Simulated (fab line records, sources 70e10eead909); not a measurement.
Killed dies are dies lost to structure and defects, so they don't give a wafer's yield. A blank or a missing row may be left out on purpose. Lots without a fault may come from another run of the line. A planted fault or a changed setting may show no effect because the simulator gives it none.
A struck lot beside a sound one | flow nand_harc | 39 steps out of a route of 1159
Sound: wafers L456.1, L456.3, L456.6. Struck: wafer L464.1. (L464.3, L464.5 of the same lot were not struck and are left out.) The cause comes at the end.
At each step with rows: each side's tool, then ch and its chambers, then its first start. Under that, the readings that differ: sound wafers | struck wafers | difference of the means | sigmas: that difference in standard deviations of wafers without a fault.
alike: readings whose means differ by less than 2 such deviations, and words and numbers that are the same on both sides. not compared: withheld readings, readings that some wafer has no value for, bounds like >300 that may hide the same value, and numbers for which the record gives no deviation and whose values overlap.
The two part at a step that has a row with sigmas, a row that says differs or no value, or rows on one side only. Numbers that don't overlap but have no deviation are shown without sigmas and don't part them. A reading that every wafer of one side lacks parts them only if that side has two wafers or more.

first, 11 steps without rows for these wafers: NHARC_A_CONTACT_ETCH_122 (etches the open film in C4F8/O2/Ar, time 95 s, target depth 930 nm); NHARC_A_CONTACT_ETCH_123 (etches the open film in C4F8/O2/Ar, time 253 s, target depth 1090 nm); NHARC_A_CONTACT_ETCH_90 (etches the open film in CH3F/O2, target depth 40 nm, time 85.7 s); NHARC_A_CONTACT_ETCH_96 (etches the open film in C4F6/O2, target depth 20 nm, time 10 s); NHARC_A_CONTACT_STRIP_99 (strips in N2/H2); NHARC_A_CONTACT_STRIP_100 (strips in CF4/CHF3); NHARC_A_CONTACT_STRIP_101 (strips in O2/COS); NHARC_A_CONTACT_ETCH_102 (etches the open film in CF4/O2, target depth 70 nm, overetch 7 nm, time 38.5 s); NHARC_A_CONTACT_STRIP_55 (strips in O2); NHARC_A_CONTACT_STRIP_56 (strips in post etch residue remover, time 600 s); NHARC_A_CONTACT_DEP_57 (deposits aC, target thk 2800 nm).
NHARC_A_CONTACT_DEP_58: deposits SiON, target thk 60 nm.
  sound on pecvd-04 ch 0,1, day 18 17:53; struck on pecvd-04 ch 2, day 20 17:34
  reading              | sound                | struck | difference | sigmas
  susceptor_temp_C (C) | 399.54 399.85 399.85 | 400.28 | +0.53      | +2
  alike: heater_power_w
  not compared: since_wet_clean_h
then, 26 steps without rows for these wafers: NHARC_A_CONTACT_DEHYDRATE_59 (time 120 s); NHARC_A_CONTACT_HMDS_60 (time 30 s); NHARC_A_CONTACT_COAT_61 (time 75 s); NHARC_A_CONTACT_COAT_62 (time 65 s); NHARC_A_CONTACT_COAT_63 (resist thk 90 nm); NHARC_A_CONTACT_SOFTBAKE_64 (time 55 s); NHARC_A_CONTACT_EBR_65; NHARC_A_CONTACT_EXPOSE_66 (exposes mask A CC 2); NHARC_A_CONTACT_PEB_67 (peb time 65 s); NHARC_A_CONTACT_DEVELOP_68 (develop time 35 s); NHARC_A_CONTACT_DESCUM_74 (chemistry O2, time 3 s); NHARC_A_CONTACT_ETCH_75 (etches the open film in CF4, target depth 39 nm, time 65 s); NHARC_A_CONTACT_ETCH_76 (etches the open film in N2/H2, target depth 260 nm, time 475.3 s); NHARC_A_CONTACT_ETCH_77 (etches the open film in CF4/CHF3, target depth 72.6 nm, time 36.3 s); NHARC_A_CONTACT_ETCH_78 (etches the open film in O2/COS, target depth 2800 nm, time 728 s); NHARC_A_CONTACT_ETCH_124 (etches the open film in C4F8/O2/Ar, time 140 s, target depth 700 nm); NHARC_A_CONTACT_ETCH_125 (etches the open film in C4F8/O2/Ar, time 155 s, target depth 956 nm); NHARC_A_CONTACT_ETCH_126 (etches the open film in C4F8/O2/Ar, time 155 s, target depth 956 nm); NHARC_A_CONTACT_ETCH_127 (etches the open film in C4F8/O2/Ar, time 155 s, target depth 956 nm); NHARC_A_CONTACT_ETCH_128 (etches the open film in C4F8/O2/Ar, time 155 s, target depth 956 nm); NHARC_A_CONTACT_ETCH_129 (etches the open film in C4F8/O2/Ar, time 155 s, target depth 956 nm); NHARC_A_CONTACT_ETCH_130 (etches the open film in C4F8/O2/Ar, time 155 s, target depth 956 nm); NHARC_A_CONTACT_ETCH_131 (etches the open film in C4F8/O2/Ar, time 155 s, target depth 956 nm); NHARC_A_CONTACT_ETCH_132 (etches the open film in C4F8/O2/Ar, time 156 s, target depth 958 nm); NHARC_A_CONTACT_ETCH_133 (etches the open film in C4F8/O2/Ar, time 195 s, target depth 840 nm); NHARC_A_CONTACT_ETCH_91 (etches the open film in CH3F/O2, target depth 40 nm, time 85.7 s).
-- the record jumps here: 3 days lie between the struck wafers' starts before and after (it left off in module A_CONTACT and takes up again in module END, whose first step shown is number 1159 of the route) --
NHARC_END_SORT_01:
  the record has rows for the struck wafers here (prober-02 ch 0, day 23 21:42) and none for the sound ones

WHERE THEY PART
First at NHARC_A_CONTACT_DEP_58; last, within this record, at NHARC_END_SORT_01.

WHY: what the simulator had put in
Process parameter drift: pecvd-04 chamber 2, from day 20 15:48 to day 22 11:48, at NHARC_A_CONTACT_DEP_58. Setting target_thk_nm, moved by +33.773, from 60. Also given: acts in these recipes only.
